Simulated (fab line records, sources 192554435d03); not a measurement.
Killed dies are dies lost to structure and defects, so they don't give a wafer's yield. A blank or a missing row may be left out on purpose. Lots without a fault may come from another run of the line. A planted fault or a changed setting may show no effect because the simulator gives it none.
fab line records | flow n5_finfet
record lots=9 wafers=26 last_day=17
route steps=1938 shown BEOL_M2@920 BEOL_M3@933 BEOL_M4@1111
lots that met no fault: from a run of the same line without faults
start_h: hours from the record's first day to the start of the lot's first wafer shown | wait_h: hours since the lot's step before | " the same as in the row above | L1.1+2: a row that stands for several wafers | - no value, or no start given | * or withheld: withheld | < > ~ a bound
route shown NAME@n: a module of which the file shows steps, and the number in the route of the first | usual: mean/standard deviation of fault-free wafers | same: alike in all rows | chamber/n: place in a boat | sites: the reading at each site | _std_site: their standard deviation | _edge_site: outer sites' mean less inner sites' | radius_mm: how far each site lies from the wafer's centre | mask NAME#n: copy n | behind: the tool/chamber that last shaped the wafer | hold: why the lot was held/for how many hours/how that ended | device: the transistor (n, p or np) that didn't switch | end of line: the same wafers' tests at the end of the route | a step without rows: its recipe alone | killed: dies lost to structure and defects at the first sort, not the wafer's yield | map: a wafer's dies, x killed, . not, _ none there
set.NAME: the setting as run; set.NAME@STEP: as run at that earlier step | model.NAME: the simulator's own value behind a step, which no gauge read
steps of the route over a sample of lots; a table a step, a row a wafer
services: from which hour (start_h, from the record's first day; less than 0 if before it) a tool's chamber was out of use, for how many hours, and why
## steps
# step N5_BEOL_M2_SPUTTER_96
# recipe material=Cu target_thk_a=45 temp_c=-20 chamber_pressure_pa=0.07 power_w=withheld time_s=8.29
# usual throttle_valve_pct=29.9/0.89
# columns lot.wafer tool chamber start_h wait_h throttle_valve_pct
L288.2 pvd_sputter-03 - 149.03 0.1 30.9
L288.5 " - " " 29.4
L288.6 " - " " 31.1
L289.1 pvd_sputter-03 - 157.14 0.1 29.5
L289.2 " - " " 30.7
L289.4 " - " " 31.6
L291.3 pvd_sputter-01 - 161.94 0.1 29.4
L291.4 " - " " 29.9
L291.5 " - " " 29.7
L293.2 pvd_sputter-02 - 171.39 0.1 29.3
L293.5 " - " " 29.6
L293.6 " - " " 30.3
L295.2 pvd_sputter-03 - 201.18 0.1 28.4
L295.4 " - " " 30.7
L295.5 " - " " 30.7
L296.4 pvd_sputter-01 - 205.13 0.1 29.9
L296.5 " - " " 30.6
L299.1 pvd_sputter-02 - 225.65 0.1 30.2
L299.3 " - " " 28.9
L299.5 " - " " 30.6
L302.1 pvd_sputter-02 - 232.13 0.1 30.3
L302.4 " - " " 29.3
L302.5 " - " " 29.0
L310.3 pvd_sputter-03 - 286.11 0.1 30.6
L310.5 " - " " 30.8
L310.6 " - " " 28.5
# step N5_BEOL_M3_PECVD_72
# recipe material=SiO2 target_thk_a=160 temp_c=400 precursor=TEOS/O2 pressure_torr=5.5 rf_w=450 teos_flow_sccm=53.8 gas=O2 flow_sccm=3000 time_s=18
# usual heater_power_w=773/68 showerhead_plenum_p_Torr=8.78/0.053 throttle_valve_pct=22.4/1.4
# columns lot.wafer tool chamber start_h wait_h heater_power_w showerhead_plenum_p_Torr throttle_valve_pct
L288.2 pecvd-02 0 150.25 0.0 677 8.83 21.2
L288.5 " 2 " " 698 8.71 23.4
L288.6 " 0 " " 698 8.84 21.0
L289.1 pecvd-01 0 158.42 0.0 757 8.80 22.2
L289.2 " 1 " " 873 8.71 22.6
L289.4 " 2 " " 816 8.84 22.9
L291.3 pecvd-01 2 163.21 0.0 850 8.84 23.2
L291.4 " 0 " " 767 8.80 22.0
L291.5 " 1 " " 833 8.69 22.6
L293.2 pecvd-03 2 172.61 0.0 775 8.80 19.8
L293.5 " 0 " " 790 8.71 22.3
L293.6 " 1 " " 852 8.76 23.7
L295.2 pecvd-03 0 202.47 0.0 872 8.77 22.1
L295.4 " 2 " " 862 8.78 19.4
L295.5 " 1 " " 831 8.76 23.7
L296.4 pecvd-02 0 206.47 0.1 674 8.84 21.3
L296.5 " 2 " " 718 8.70 23.6
L299.1 pecvd-02 1 227.86 0.0 754 8.84 23.9
L299.3 " 0 " " 803 8.85 21.2
L299.5 " 1 " " 756 8.84 24.2
L302.1 pecvd-01 0 233.34 0.0 727 8.83 22.6
L302.4 " 1 " " 921 8.70 22.5
L302.5 " 0 " " 707 8.81 22.4
L310.3 pecvd-03 1 287.33 0.0 796 8.78 23.9
L310.5 " 1 " " 813 8.79 23.9
L310.6 " 0 " " 897 8.75 22.5
# step N5_BEOL_M3_ETCH_64
# recipe chemistry=N2/H2 target=SOC target_depth_a=750 overetch_a=150 mask_material=SiARC temp_c=40 time_s=112.5 ion_energy_ev=200 pressure_mtorr=30 source_w=840 bias_w=150 n2_flow_sccm=200 h2_flow_sccm=200
# usual drypump_motor_current_A=5.8/0.52 oes_product_au=0.63/0.06 rf_vpp_V=524.2/2.7 showerhead_plenum_p_Torr=2.55/0.095 throttle_valve_pct=17.92/0.24
# columns lot.wafer tool chamber start_h wait_h drypump_motor_current_A oes_product_au rf_hours_counter_h rf_vpp_V showerhead_plenum_p_Torr throttle_valve_pct
L288.2 rie_diel-05 2 152.26 0.0 5.0 0.71 27 523.5 2.50 18.04
L288.5 " 0 " " 6.8 0.67 - 526.9 2.67 17.60
L288.6 " 3 " " 5.1 0.54 - 518.0 2.41 18.16
L289.1 rie_diel-05 2 160.90 0.0 5.1 0.70 31 522.9 2.50 18.08
L289.2 " 3 " " 5.1 0.53 245 520.9 2.41 18.15
L289.4 " 0 " " 6.8 0.67 88 527.2 2.67 17.60
L291.3 rie_diel-05 1 165.75 0.0 5.4 0.61 131 521.9 2.43 17.68
L291.4 " 0 " " 6.8 0.66 90 528.2 2.67 17.60
L291.5 " 2 " " 5.1 0.70 - 523.1 2.50 18.04
L293.2 rie_diel-05 1 175.55 0.0 5.4 0.61 136 521.2 2.43 17.71
L293.5 " 0 " " 6.8 0.66 - 529.3 2.67 17.60
L293.6 " 2 " " 5.1 0.70 - 523.2 2.50 18.06
L295.2 rie_diel-06 3 203.51 0.0 5.9 0.67 89 521.7 2.48 17.87
L295.4 " 2 " " 5.4 0.55 - 519.8 2.39 18.04
L295.5 " 1 " " 6.3 0.60 - 526.4 2.66 18.45
L296.4 rie_diel-03 3 207.84 0.0 5.6 0.58 187 524.5 2.52 17.85
L296.5 " 3 " " 5.7 0.57 - 523.7 2.52 17.86
L299.1 rie_diel-06 3 229.58 0.0 5.9 0.65 99 521.1 2.47 17.90
L299.3 " 0 " " 5.8 0.75 5 525.7 2.60 17.93
L299.5 " 1 " " 6.3 0.60 - 526.7 2.66 18.44
L302.1 rie_diel-03 2 234.82 0.0 6.1 0.57 232 525.5 2.62 18.09
L302.4 " 0 " " 5.9 0.63 107 524.6 2.57 17.94
L302.5 " 1 " " 6.1 0.59 - 523.1 2.52 17.83
L310.3 rie_diel-03 1 290.40 0.0 6.1 0.58 193 523.5 2.52 17.89
L310.5 " 0 " " 5.9 0.62 - 526.2 2.56 17.95
L310.6 " 3 " " 5.6 0.56 - 522.9 2.52 17.90
# step N5_BEOL_M3_STRIP_66
# recipe chemistry=CF4 resist=SiARC power_w=300 bias_power_w=75 pressure_mtorr=50 cf4_flow_sccm=150 rf_frequency_hz=6e+07
# usual drypump_motor_current_A=5.8/0.52 oes_product_au=0.79/0.075 rf_vpp_V=271.2/1.6 showerhead_plenum_p_Torr=1.80/0.064 throttle_valve_pct=13.66/0.2
# columns lot.wafer tool chamber start_h wait_h drypump_motor_current_A oes_product_au rf_hours_counter_h rf_vpp_V showerhead_plenum_p_Torr throttle_valve_pct
L288.2 rie_diel-05 2 152.39 0.0 5.1 0.88 27 269.7 1.76 13.54
L288.5 " 0 " " 6.8 0.84 - 274.4 1.88 13.37
L288.6 " 3 " " 5.1 0.67 - 268.3 1.70 13.92
L289.1 rie_diel-05 2 161.03 0.0 5.1 0.87 31 270.8 1.76 13.56
L289.2 " 3 " " 5.1 0.67 245 268.2 1.70 13.92
L289.4 " 0 " " 6.8 0.83 88 273.1 1.88 13.41
L291.3 rie_diel-05 1 165.88 0.0 5.4 0.76 131 269.7 1.71 13.51
L291.4 " 0 " " 6.8 0.83 90 272.2 1.88 13.40
L291.5 " 2 " " 5.1 0.88 - 268.4 1.76 13.54
L293.2 rie_diel-05 1 175.67 0.0 5.4 0.76 136 269.1 1.71 13.51
L293.5 " 0 " " 6.8 0.82 - 272.2 1.88 13.41
L293.6 " 2 " " 5.0 0.87 - 269.2 1.75 13.57
L295.2 rie_diel-06 3 203.64 0.0 5.9 0.83 89 270.2 1.74 13.61
L295.4 " 2 " " 5.4 0.70 - 268.5 1.69 13.85
L295.5 " 1 " " 6.3 0.76 - 272.2 1.85 13.89
L296.4 rie_diel-03 3 207.97 0.0 5.6 0.72 187 271.3 1.80 13.79
L296.5 " 3 " " 5.6 0.72 - 271.7 1.80 13.81
L299.1 rie_diel-06 3 229.71 0.0 5.9 0.82 99 271.0 1.74 13.64
L299.3 " 0 " " 5.8 0.94 5 272.0 1.84 13.65
L299.5 " 1 " " 6.3 0.75 - 273.3 1.85 13.89
L302.1 rie_diel-03 2 234.94 0.0 6.1 0.70 232 272.4 1.85 13.99
L302.4 " 0 " " 5.9 0.78 107 272.0 1.81 13.60
L302.5 " 1 " " 6.1 0.73 - 271.7 1.78 13.65
L310.3 rie_diel-03 1 290.52 0.0 6.1 0.72 194 271.7 1.78 13.70
L310.5 " 0 " " 5.9 0.77 - 271.8 1.80 13.62
L310.6 " 3 " " 5.7 0.70 - 271.7 1.79 13.83
# step N5_BEOL_M3_CD_MEAS_18
# recipe pitch_nm=36 target_cd_nm=18
# usual cd_nm=18.0/0.35
# columns lot.wafer tool chamber start_h wait_h cd_nm
L288.2 cd_sem-02 - 152.73 0.1 17.9
L288.5 " - " " 17.6
L288.6 " - " " 17.8
L289.1 cd_sem-01 - 161.52 0.0 18.1
L289.2 " - " " 17.9
L289.4 " - " " 17.8
L291.3 cd_sem-02 - 166.29 0.1 17.9
L291.4 " - " " 18.1
L291.5 " - " " 18.4
L293.2 cd_sem-01 - 176.10 0.1 18.0
L293.5 " - " " 18.3
L293.6 " - " " 18.5
L295.2 cd_sem-03 - 203.86 0.1 18.2
L295.4 " - " " 18.1
L295.5 " - " " 17.3
L296.4 cd_sem-01 - 208.19 0.1 17.5
L296.5 " - " " 17.9
L299.1 cd_sem-01 - 229.93 0.0 17.5
L299.3 " - " " 17.5
L299.5 " - " " 18.0
L302.1 cd_sem-02 - 235.32 0.0 18.3
L302.4 " - " " 18.6
L302.5 " - " " 18.2
L310.3 cd_sem-03 - 290.96 0.1 19.6
L310.5 " - " " 18.2
L310.6 " - " " 18.0
# step N5_BEOL_M3_CD_MEAS_35
# recipe target_cd_nm=18 target_cd_y_nm=21 polarity=opening
# usual cd_nm=18.0/0.37
# columns lot.wafer tool chamber start_h wait_h cd_nm
L288.2 cd_sem-02 - 157.55 0.0 17.7
L288.5 " - " " 17.3
L288.6 " - " " 18.0
L289.1 cd_sem-01 - 168.56 0.0 18.2
L289.2 " - " " 18.0
L289.4 " - " " 18.0
L291.3 cd_sem-03 - 174.80 0.0 18.3
L291.4 " - " " 18.0
L291.5 " - " " 18.0
L293.2 cd_sem-01 - 184.55 0.0 17.9
L293.5 " - " " 18.0
L293.6 " - " " 18.9
L295.2 cd_sem-01 - 211.57 0.0 18.1
L295.4 " - " " 17.9
L295.5 " - " " 17.4
L296.4 cd_sem-03 - 215.65 0.0 17.9
L296.5 " - " " 17.6
L299.1 cd_sem-03 - 232.38 0.0 17.9
L299.3 " - " " 17.8
L299.5 " - " " 18.3
L302.1 cd_sem-03 - 243.05 0.0 17.8
L302.4 " - " " 18.2
L302.5 " - " " 18.0
L310.3 cd_sem-03 - 297.30 0.0 19.3
L310.5 " - " " 17.7
L310.6 " - " " 18.2
# step N5_BEOL_M4_RC_MEAS_101
# usual DIBL_N=36.1/1.6 DIBL_P=35.8/2.1 IOFF_N=0.16/0.031 IOFF_P=0.21/0.034 ION_N=673/12 ION_P=461/7.2 SS_N=71.4/0.59 SS_P=73.3/0.63 VT_N=250/3.1 VT_P=-250/3.3
# columns lot.wafer tool chamber start_h wait_h DIBL_N[mV/V] DIBL_P[mV/V] IOFF_N[nA/um] IOFF_P[nA/um] ION_N[uA/um] ION_P[uA/um] SS_N[mV/dec] SS_P[mV/dec] VT_N[mV] VT_P[mV]
L288.2 prober-01 0 175.52 0.2 35.3 35.4 0.15 0.19 674 457 71.6 73.0 249 -251
L288.5 " 0 " " 38.5 38.8 0.21 0.24 687 461 72.6 73.6 245 -249
L288.6 " 0 " " 36.4 37.1 0.16 0.23 674 465 71.7 73.4 250 -247
L289.1 prober-02 0 186.04 0.0 34.3 33.2 0.11 0.15 661 454 71.0 72.4 254 -255
L289.2 " 0 " " 35.6 35.8 0.13 0.19 663 458 70.2 73.4 251 -254
L289.4 " 0 " " 35.1 33.9 0.12 0.16 661 460 71.0 72.8 254 -254
L291.3 prober-02 0 201.06 0.3 36.3 36.9 0.17 0.21 683 459 71.6 73.3 250 -253
L291.4 " 0 " " 36.1 37.0 0.17 0.21 677 457 71.6 73.4 249 -253
L291.5 " 0 " " 38.2 39.6 0.23 0.27 687 465 72.3 74.0 243 -249
L293.2 prober-01 0 210.33 0.2 35.0 35.2 0.14 0.18 666 455 71.4 72.9 251 -255
L293.5 " 0 " " 33.3 31.9 0.10 0.14 649 445 70.9 72.0 261 -256
L293.6 " 0 " " 35.1 35.1 0.14 0.18 662 452 70.7 73.5 252 -255
L295.2 prober-01 0 228.16 0.2 38.0 38.3 0.17 0.26 679 480 72.0 73.9 250 -244
L295.4 " 0 " " 37.3 35.4 0.14 0.21 660 458 71.1 73.1 249 -249
L295.5 " 0 " " 36.9 35.4 0.14 0.21 664 462 71.9 72.7 253 -248
L296.4 prober-02 0 233.98 0.5 36.4 35.5 0.14 0.18 667 453 70.6 73.6 251 -253
L296.5 " 0 " " 36.4 36.1 0.15 0.21 668 454 70.6 73.7 251 -251
L299.1 prober-01 0 250.77 0.0 36.6 36.1 0.16 0.22 667 463 71.8 73.7 249 -248
L299.3 " 0 " " 36.2 34.7 0.15 0.19 665 457 71.3 72.7 253 -249
L299.5 " 0 " " 33.7 32.1 0.12 0.16 658 448 70.5 72.8 252 -251
L302.1 prober-01 0 259.67 0.0 35.4 35.8 0.15 0.21 672 465 71.2 73.1 249 -250
L302.4 " 0 " " 33.9 34.5 0.13 0.18 656 454 70.8 72.5 254 -250
L302.5 " 0 " " 32.9 33.4 0.11 0.17 646 457 70.6 72.7 253 -252
L310.3 prober-02 0 310.34 0.3 34.9 36.0 0.16 0.20 682 463 71.6 73.4 248 -247
L310.5 " 0 " " 35.4 36.3 0.17 0.21 674 461 71.3 74.2 248 -248
L310.6 " 0 " " 36.7 38.3 0.21 0.24 688 463 72.0 73.9 242 -248
## services
# columns tool chamber start_h hours kind
pecvd-03 2 127.03 15.7 repair
pecvd-01 0 131.43 10.7 repair
rie_diel-05 1 140.23 4.2 repair
rie_diel-05 0 144.19 3.1 repair
rie_diel-03 1 156.24 7.0 repair
rie_diel-03 2 158.64 5.7 repair
pecvd-02 - 159.64 28.1 pm
rie_diel-06 1 171.06 6.3 repair
rie_diel-05 3 172.48 - clean
rie_diel-05 3 172.48 - consumable_replace:focus_ring
rie_diel-05 3 172.48 - consumable_replace:showerhead
rie_diel-05 3 172.48 17.5 scheduled_down
rie_diel-05 1 185.48 11.0 repair
rie_diel-03 3 202.61 2.6 repair
pvd_sputter-02 - 205.02 2.0 repair
pecvd-03 1 218.34 4.4 repair
rie_diel-06 - 230.51 0.5 repair
rie_diel-06 2 237.70 13.5 repair
pvd_sputter-01 - 246.25 3.0 repair
pecvd-01 0 248.25 4.4 repair
pecvd-01 1 260.05 5.9 repair
pecvd-02 - 265.18 2.9 repair
pecvd-02 - 268.09 2.8 pm
pecvd-03 - 273.89 2.8 pm
## key
first_sign step=N5_BEOL_M3_CD_MEAS_18 reading=cd_nm direction=up sigmas=4.6 usual=18.0 struck=19.6
effect step=N5_BEOL_M3_CD_MEAS_35 reading=cd_nm direction=up sigmas=3.6 usual=18.0 struck=19.3
met_at N5_BEOL_M3_ETCH_64
struck_lots L310
struck_wafers L310.3
not_acting_at N5_BEOL_M2_SPUTTER_96,N5_BEOL_M3_PECVD_72,N5_BEOL_M3_STRIP_66
onset_between 234.82 290.40
fault kind=process_parameter_drift tool=rie_diel-03 chamber=1 onset_h=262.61 steps=N5_BEOL_M3_ETCH_64 channel=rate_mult offset=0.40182 shape=step end_h=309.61
